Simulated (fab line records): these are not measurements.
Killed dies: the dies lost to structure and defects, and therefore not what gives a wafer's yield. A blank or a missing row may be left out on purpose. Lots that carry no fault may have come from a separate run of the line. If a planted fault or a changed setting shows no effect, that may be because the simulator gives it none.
Matching of chambers || flow nand harc || ald metal-03 running NHARC_A_BLC_ALD_23: 4 sister chambers
The step deposits TiN, target thk 3 nm, pulse time 1 s, ald cycles 150. 18 wafers are shown with their chamber, then 9 later ones without.

== WAFERS WITH THEIR CHAMBER ==
{"wafer": "L077.3", "chamber": 2, "heater power w (W)": 1357, "precursor pulse height rel": 0.981}
{"wafer": "L077.4", "chamber": 0, "heater power w (W)": 1065, "precursor pulse height rel": 0.983}
{"wafer": "L077.6", "chamber": 2, "heater power w (W)": 1351, "precursor pulse height rel": 1.028}
{"wafer": "L078.1", "chamber": 2, "heater power w (W)": 1362, "precursor pulse height rel": 1.013}
{"wafer": "L078.4", "chamber": 3, "heater power w (W)": 996, "precursor pulse height rel": 1.020}
{"wafer": "L078.6", "chamber": 0, "heater power w (W)": 1079, "precursor pulse height rel": 1.021}
{"wafer": "L082.1", "chamber": 0, "heater power w (W)": 1002, "precursor pulse height rel": 0.993}
{"wafer": "L082.2", "chamber": 2, "heater power w (W)": 1368, "precursor pulse height rel": 1.000}
{"wafer": "L082.4", "chamber": 3, "heater power w (W)": 1043, "precursor pulse height rel": 0.999}
{"wafer": "L084.1", "chamber": 3, "heater power w (W)": 1081, "precursor pulse height rel": 1.015}
{"wafer": "L084.3", "chamber": 2, "heater power w (W)": 1355, "precursor pulse height rel": 1.022}
{"wafer": "L084.5", "chamber": 2, "heater power w (W)": 1339, "precursor pulse height rel": 0.985}
{"wafer": "L088.1", "chamber": 2, "heater power w (W)": 1320, "precursor pulse height rel": 1.007}
{"wafer": "L088.4", "chamber": 3, "heater power w (W)": 1019, "precursor pulse height rel": 0.977}
{"wafer": "L088.5", "chamber": 0, "heater power w (W)": 1041, "precursor pulse height rel": 1.023}
{"wafer": "L093.3", "chamber": 0, "heater power w (W)": 1046, "precursor pulse height rel": 0.964}
{"wafer": "L093.5", "chamber": 1, "heater power w (W)": 1131, "precursor pulse height rel": 0.995}
{"wafer": "L093.6", "chamber": 2, "heater power w (W)": 1351, "precursor pulse height rel": 1.035}

SIGNATURES (means of the wafers above)
{"reading": "heater power w", "chamber 0": 1046.60, "chamber 1": 1131.00, "chamber 2": 1350.38, "chamber 3": 1034.75, "scatter within a chamber": 25.3}
{"reading": "precursor pulse height rel", "chamber 0": 0.99680, "chamber 1": 0.99500, "chamber 2": 1.00887, "chamber 3": 1.00275, "scatter within a chamber": 0.0213}
Rule: for each reading, subtract the chamber's mean from the wafer's reading, divide by that reading's scatter and square the result; add these up over the readings and take the root, which gives the wafer's distance from the chamber. The wafer belongs to the nearest chamber; if the next one is less than 2 further off, it can't be placed. The scatter: take each reading less its chamber's mean, square it, sum over the shown wafers, divide by the number of wafers less the number of chambers, and take the root.

== WAFERS WITHOUT THEIR CHAMBER ==
{"wafer": "L096.1", "heater power w (W)": 1056, "precursor pulse height rel": 1.011}
{"wafer": "L096.2", "heater power w (W)": 1147, "precursor pulse height rel": 1.001}
{"wafer": "L096.3", "heater power w (W)": 1043, "precursor pulse height rel": 0.992}
{"wafer": "L096.4", "heater power w (W)": 1365, "precursor pulse height rel": 0.968}
{"wafer": "L096.5", "heater power w (W)": 1064, "precursor pulse height rel": 0.978}
{"wafer": "L096.6", "heater power w (W)": 1028, "precursor pulse height rel": 1.028}
{"wafer": "L095.1", "heater power w (W)": 1291, "precursor pulse height rel": 1.017}
{"wafer": "L095.2", "heater power w (W)": 1117, "precursor pulse height rel": 1.006}
{"wafer": "L095.5", "heater power w (W)": 1095, "precursor pulse height rel": 0.997}

== WHICH CHAMBER EACH WENT THROUGH ==
{"wafer": "L096.1", "from the rows above": "can't be placed: 0 or 3", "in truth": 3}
{"wafer": "L096.2", "from the rows above": 1, "in truth": 1}
{"wafer": "L096.3", "from the rows above": "can't be placed: 0 or 3", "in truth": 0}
{"wafer": "L096.4", "from the rows above": 2, "in truth": 2}
{"wafer": "L096.5", "from the rows above": "can't be placed: 0 or 3 or 1", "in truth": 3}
{"wafer": "L096.6", "from the rows above": "can't be placed: 3 or 0", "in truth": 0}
{"wafer": "L095.1", "from the rows above": 2, "in truth": 2}
{"wafer": "L095.2", "from the rows above": 1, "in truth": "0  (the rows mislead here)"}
{"wafer": "L095.5", "from the rows above": "can't be placed: 1 or 0 or 3", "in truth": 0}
Correctly placed: 3 of 9. These rows do not allow placing 5 (true chamber among the candidates in 5). 1 placed wrongly.
